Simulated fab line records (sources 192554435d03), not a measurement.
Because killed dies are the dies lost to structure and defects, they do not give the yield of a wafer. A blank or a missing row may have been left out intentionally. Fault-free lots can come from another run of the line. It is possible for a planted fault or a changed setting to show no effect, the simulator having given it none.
Matching of chambers + flow n5 finfet + 4 sister chambers for N5_SD_EPI_P_ETCH_37 on rie diel-02
The step etches SOC in N2/H2, overetch 108 nm, time 486 s. 18 wafers are shown with their chamber, then 9 later ones without.

EACH WAFER AND ITS CHAMBER
| wafer  | chamber | showerhead plenum p Torr (Torr) | throttle valve pct (%) | drypump motor current A (A) |
|--------|---------|---------------------------------|------------------------|-----------------------------|
| L076.1 | 2       | 2.46                            | 23.42                  | 5.5                         |
| L076.2 | 3       | 2.55                            | 23.85                  | 5.4                         |
| L076.3 | 1       | 2.69                            | 24.16                  | 6.3                         |
| L076.4 | 0       | 2.62                            | 23.74                  | 5.4                         |
| L076.5 | 1       | 2.69                            | 24.14                  | 6.3                         |
| L076.6 | 2       | 2.46                            | 23.44                  | 5.5                         |
| L077.1 | 0       | 2.62                            | 23.76                  | 5.4                         |
| L077.5 | 2       | 2.46                            | 23.43                  | 5.5                         |
| L077.6 | 3       | 2.55                            | 23.86                  | 5.5                         |
| L079.2 | 2       | 2.46                            | 23.44                  | 5.5                         |
| L079.3 | 1       | 2.69                            | 24.14                  | 6.3                         |
| L079.4 | 3       | 2.55                            | 23.86                  | 5.5                         |
| L083.2 | 0       | 2.61                            | 23.76                  | 5.4                         |
| L083.5 | 1       | 2.69                            | 24.14                  | 6.3                         |
| L083.6 | 0       | 2.61                            | 23.76                  | 5.4                         |
| L084.1 | 0       | 2.61                            | 23.77                  | 5.4                         |
| L084.4 | 1       | 2.69                            | 24.16                  | 6.3                         |
| L084.5 | 1       | 2.69                            | 24.16                  | 6.3                         |

SIGNATURES, as means of the wafers listed above
| reading                  | chamber 0 | chamber 1 | chamber 2 | chamber 3 | scatter within a chamber |
|--------------------------|-----------|-----------|-----------|-----------|--------------------------|
| showerhead plenum p Torr | 2.6140    | 2.6900    | 2.4600    | 2.5500    | 0.00293                  |
| throttle valve pct       | 23.7580   | 24.1500   | 23.4325   | 23.8567   | 0.0101                   |
| drypump motor current A  | 5.400     | 6.300     | 5.500     | 5.467     | 0.0218                   |
Rule: for a wafer and a chamber, the distance is found by dividing, reading by reading, the gap between the wafer's reading and the chamber's mean by the reading's scatter, squaring, summing and taking the root. If the next closest chamber is less than 2 further off than the closest, the wafer can't be placed; otherwise it belongs to the closest. The scatter is the square root of a quotient: the sum, over the shown wafers, of each reading's squared deviation from its chamber's mean, divided by wafers minus chambers.

WAFERS MISSING THEIR CHAMBER
| wafer  | showerhead plenum p Torr (Torr) | throttle valve pct (%) | drypump motor current A (A) |
|--------|---------------------------------|------------------------|-----------------------------|
| L088.1 | 2.68                            | 24.17                  | 6.3                         |
| L088.2 | 2.46                            | 23.46                  | 5.5                         |
| L088.6 | 2.46                            | 23.48                  | 5.5                         |
| L093.3 | 2.68                            | 24.20                  | 6.3                         |
| L093.4 | 2.60                            | 23.81                  | 5.4                         |
| L093.6 | 2.53                            | 23.90                  | 5.5                         |
| L095.2 | 2.53                            | 23.90                  | 5.5                         |
| L095.3 | 2.68                            | 24.17                  | 6.3                         |
| L095.6 | 2.53                            | 23.92                  | 5.5                         |

CHAMBER TAKEN BY EACH
| wafer  | from the rows above | in truth |
|--------|---------------------|----------|
| L088.1 | 1                   | 1        |
| L088.2 | 2                   | 2        |
| L088.6 | 2                   | 2        |
| L093.3 | 1                   | 1        |
| L093.4 | 0                   | 0        |
| L093.6 | 3                   | 3        |
| L095.2 | 3                   | 3        |
| L095.3 | 1                   | 1        |
| L095.6 | 3                   | 3        |
9 of 9 placed correctly. Not placeable from these rows: 0. 0 placed wrongly.
